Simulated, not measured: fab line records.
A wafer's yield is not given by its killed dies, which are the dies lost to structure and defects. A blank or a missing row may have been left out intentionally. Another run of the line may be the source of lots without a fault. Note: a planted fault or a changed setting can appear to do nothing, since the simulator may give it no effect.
Which tool is to blame? | flow n5-finfet | 33 wafers from 11 lots sampled at 2 of the route's 1938 steps

## WHAT THE GAUGES SHOWED, per wafer
N5_BEOL_M9_THK_MEAS_01. Usual: M9_ILD_THK typically reads 268 nm, with standard deviation 3.1.
lot  | measured     | on            | M9_ILD_THK (nm) | flag
L239 | day 9 18:39  | film-metro-02 | 263 262 265     |
L241 | day 10 00:20 | film-metro-01 | 265 266 275     |
L244 | day 10 14:00 | film-metro-02 | 267 267 269     |
L247 | day 11 11:25 | film-metro-02 | 269 271 272     |
L248 | day 11 23:42 | film-metro-01 | 263 267 269     |
L250 | day 12 11:57 | film-metro-02 | 267 272 272     |
L253 | day 12 19:07 | film-metro-01 | 263 266 268     |
L252 | day 12 22:05 | film-metro-01 | 265 268 271     |
L254 | day 13 05:28 | film-metro-01 | 267 265 272     |
L262 | day 15 09:19 | film-metro-02 | 269 267 267     |
L260 | day 15 10:00 | film-metro-02 | 267 269 268     |

## TOOL THAT RAN EACH LOT (tool first, then ch and the chambers of the sampled wafers, then the start)
lot  | N5_BEOL_M9_CURE_71
L239 | uv-cure-03 ch 2, day 9 18:08
L241 | uv-cure-02 ch 0, day 9 23:21
L244 | uv-cure-01 ch 1, day 10 13:29
L247 | uv-cure-02 ch 2, day 11 10:34
L248 | uv-cure-02 ch 2, day 11 23:11
L250 | uv-cure-03 ch 1, day 12 11:36
L253 | uv-cure-02 ch 2, day 12 18:35
L252 | uv-cure-02 ch 1, day 12 21:25
L254 | uv-cure-03 ch 2, day 13 04:58
L262 | uv-cure-01 ch 1, day 15 08:57
L260 | uv-cure-02 ch 2, day 15 09:01
- N5_BEOL_M9_CURE_71: cures SiCOH lowk, time 240 s.

## AS READ BY THE TOOLS THEMSELVES (means over the sampled wafers that have a number; for cases with no such wafer, the mark the record gives instead)
N5_BEOL_M9_CURE_71. Usual: lamp-power-pct 52.31 %, standard deviation 0.054; wafer_temp_C_max 387.0, standard deviation 0.64.
lot  | tool       | lamp-power-pct (%) | wafer_temp_C_max | flag
L239 | uv-cure-03 | 52.34              | 386.3            |
L241 | uv-cure-02 | 52.27              | 386.7            |
L244 | uv-cure-01 | 52.26              | 387.0            |
L247 | uv-cure-02 | 52.29              | 387.3            |
L248 | uv-cure-02 | 52.29              | 387.7            |
L250 | uv-cure-03 | 52.34              | 386.4            |
L253 | uv-cure-02 | 52.38              | 387.8            |
L252 | uv-cure-02 | 52.31              | 387.4            |
L254 | uv-cure-03 | 52.32              | 386.9            |
L262 | uv-cure-01 | 52.29              | 386.3            |
L260 | uv-cure-02 | 52.40              | 388.2            |

## THE ANSWER, worked out from the rows above alone
Rule: a lot is off if the mean of its wafers that have a number lies more than 3 standard deviations from the usual mean. Also off: a lot with no number at a reading for which 4 or more lots have one. All remaining lots with rows at the step are treated as sound. The gauges are gone through in route order, then the tools' own readings, and for those a lot's mean is taken as printed above. The first step at which some lot is off is used, and at that step the reading that is off furthest; a lot without a number counts as furthest.
No lot is off on any of the readings shown, so nothing can be concluded from this.

## WHAT THE SIMULATOR HAD INSERTED
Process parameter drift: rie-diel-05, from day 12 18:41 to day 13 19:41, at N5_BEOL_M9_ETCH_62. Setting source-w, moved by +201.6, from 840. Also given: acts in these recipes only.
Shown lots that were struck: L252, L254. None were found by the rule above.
